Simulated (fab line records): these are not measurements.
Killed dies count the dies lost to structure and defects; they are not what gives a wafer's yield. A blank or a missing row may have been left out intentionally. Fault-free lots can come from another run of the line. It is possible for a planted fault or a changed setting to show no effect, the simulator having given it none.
The tool behind it: which one? + flow n5_finfet + 36 wafers from 12 lots sampled at 4 of the route's 1938 steps

WHAT EACH GAUGE READ, for each wafer
N5_BEOL_M7_CD_MEAS_35: target cd 40 nm.
| lot  | measured     | on        | cd_nm (nm)     |
|------|--------------|-----------|----------------|
| L076 | day 9 05:41  | cd_sem-02 | 39.7 38.9 40.2 |
| L077 | day 9 11:56  | cd_sem-02 | 40.3 39.8 41.3 |
| L079 | day 10 07:33 | cd_sem-01 | 38.9 40.1 39.4 |
| L080 | day 10 15:41 | cd_sem-03 | 40.3 39.4 40.8 |
| L083 | day 11 07:43 | cd_sem-01 | 40.0 40.1 41.5 |
| L086 | day 11 23:32 | cd_sem-01 | 40.4 40.8 40.5 |
| L085 | day 12 05:48 | cd_sem-03 | 39.3 40.8 39.6 |
| L089 | day 12 14:31 | cd_sem-01 | 40.6 38.9 40.6 |
| L093 | day 13 18:06 | cd_sem-03 | 39.9 39.9 39.3 |
| L092 | day 14 05:13 | cd_sem-03 | 40.0 40.5 40.0 |
| L095 | day 14 14:29 | cd_sem-01 | 40.3 39.5 40.6 |
| L097 | day 15 02:02 | cd_sem-02 | 39.9 38.7 40.5 |

WHICH TOOL RAN EACH LOT (tool, then ch and the chambers of the sampled wafers, then the start)
| lot  | N5_BEOL_M6_ETCH_66                 | N5_BEOL_M6_ETCH_41                            | N5_BEOL_M6_ALD_77                   |
|------|------------------------------------|-----------------------------------------------|-------------------------------------|
| L076 | rie_diel-02 ch 2,3, day 8 22:41    | rie_diel-02 ch 2,3, day 8 23:59 or earlier    | ald_metal-01 ch 0,3, day 8 23:59    |
| L077 | rie_diel-04 ch 2,3, day 9 03:51    | rie_diel-04 ch 2,3, day 9 05:38 or earlier    | ald_metal-04 ch 0,2,3, day 9 05:38  |
| L079 | rie_diel-05 ch 1,2, day 9 20:50    | rie_diel-05 ch 1,2, day 9 23:00 or earlier    | ald_metal-01 ch 1,2, day 9 23:00    |
| L080 | rie_diel-02 ch 0,1,3, day 10 07:10 | rie_diel-02 ch 0,1,3, day 10 08:24 or earlier | ald_metal-01 ch 0,1,2, day 10 08:24 |
| L083 | rie_diel-04 ch 0,1, day 10 22:11   | rie_diel-04 ch 0,1, day 10 23:37 or earlier   | ald_metal-01 ch 0,1, day 10 23:37   |
| L086 | rie_diel-02 ch 0,2,3, day 11 15:52 | rie_diel-02 ch 0,2,3, day 11 17:06 or earlier | ald_metal-01 ch 0,1,3, day 11 17:06 |
| L085 | rie_diel-04 ch 1,2,3, day 11 21:12 | rie_diel-04 ch 1,2,3, day 11 22:29 or earlier | ald_metal-01 ch 2,3, day 11 22:29   |
| L089 | rie_diel-04 ch 0,1,3, day 12 07:23 | rie_diel-04 ch 0,1,3, day 12 08:38 or earlier | ald_metal-04 ch 1,3, day 12 08:38   |
| L093 | rie_diel-04 ch 0,1, day 13 09:08   | rie_diel-04 ch 0,1, day 13 10:52 or earlier   | ald_metal-01 ch 1,2, day 13 10:52   |
| L092 | rie_diel-04 ch 0,3, day 13 20:07   | rie_diel-04 ch 0,3, day 13 21:19 or earlier   | ald_metal-02 ch 0,2,3, day 13 21:19 |
| L095 | rie_diel-04 ch 2,3, day 14 04:50   | rie_diel-04 ch 2,3, day 14 06:13 or earlier   | ald_metal-02 ch 1,2,3, day 14 06:13 |
| L097 | rie_diel-04 ch 1,2, day 14 17:19   | rie_diel-04 ch 1,2, day 14 18:34 or earlier   | ald_metal-01 ch 0,2,3, day 14 18:34 |
- N5_BEOL_M6_ETCH_66: etches SOC in N2/H2, target depth 80 nm, overetch 16 nm, time 120 s.
- N5_BEOL_M6_ETCH_41: etches SiCN in CH3F/O2, target depth 29.7 nm, time 52 s.
- N5_BEOL_M6_ALD_77: deposits TaN, target thk 2 nm, pulse time 2 s, purge time 3 s.

THE ANSWER, worked out from the rows above alone
Rule: what is usual is taken from the lots themselves. Put in order of their means at a reading, lots are off if they are a third of the lots or fewer, leave a main group of 4 or more, and stand apart from it by a gap of 3 or more times the standard deviation of the main group's means; of several such gaps the widest counts. Not used: any main group whose means are identical at the precision the tables above print for the reading. A lot without any number at a reading at which 4 lots or more have one is off too. All remaining lots with rows at the step are treated as sound.
No lot is off on any of the readings shown, so nothing can be concluded from this.

WHAT WAS PUT IN BY THE SIMULATOR
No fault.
